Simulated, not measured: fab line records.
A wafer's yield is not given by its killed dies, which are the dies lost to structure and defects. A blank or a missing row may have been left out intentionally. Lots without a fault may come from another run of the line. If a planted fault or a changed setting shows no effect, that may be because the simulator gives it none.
Chamber matching :: flow nand-harc :: 3 sister chambers for NHARC_A_CONTACT_DEP_24 on pecvd-01
The step deposits SiO2, target thk 500 nm. 3 wafers are shown with their chamber, then 8 later ones without.

WAFERS PAIRED WITH THEIR CHAMBERS
wafer: L082.2
chamber: 1
throttle-valve-pct (%): 16.8

wafer: L085.6
chamber: 2
throttle-valve-pct (%): 16.0

wafer: L088.1
chamber: 0
throttle-valve-pct (%): 15.2

WAFERS WITH NO CHAMBER GIVEN
wafer: L088.4
throttle-valve-pct (%): 16.1

wafer: L088.6
throttle-valve-pct (%): 15.4

wafer: L093.1
throttle-valve-pct (%): 16.1

wafer: L093.2
throttle-valve-pct (%): 15.4

wafer: L093.6
throttle-valve-pct (%): 16.4

wafer: L094.1
throttle-valve-pct (%): 16.2

wafer: L094.4
throttle-valve-pct (%): 15.3

wafer: L094.5
throttle-valve-pct (%): 16.0

WHICH CHAMBER EACH ONE RAN IN
wafer: L088.4
from the rows above: 2
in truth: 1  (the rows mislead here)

wafer: L088.6
from the rows above: 0
in truth: 0

wafer: L093.1
from the rows above: 2
in truth: 2

wafer: L093.2
from the rows above: 0
in truth: 0

wafer: L093.6
from the rows above: can't be placed: 2 or 1
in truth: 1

wafer: L094.1
from the rows above: 2
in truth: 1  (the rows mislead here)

wafer: L094.4
from the rows above: 0
in truth: 0

wafer: L094.5
from the rows above: 2
in truth: 2
Correct placement for 5 of the 8. Not placeable from these rows: 1 (in 1, the candidates include the true chamber). 2 placed wrongly.
How it was worked out, from the rows above alone: a wafer's distance from a chamber is the root of the sum, over the readings, of the square of ((its reading less the chamber's mean) divided by the reading's scatter). If the next closest chamber is less than 2 further off than the closest, the wafer can't be placed; otherwise it belongs to the closest. The mean given for a chamber averages the wafers shown for that chamber. The scatter: with one shown wafer a chamber, the root of the mean of the squares of how far each hidden wafer lies from its nearest shown one.
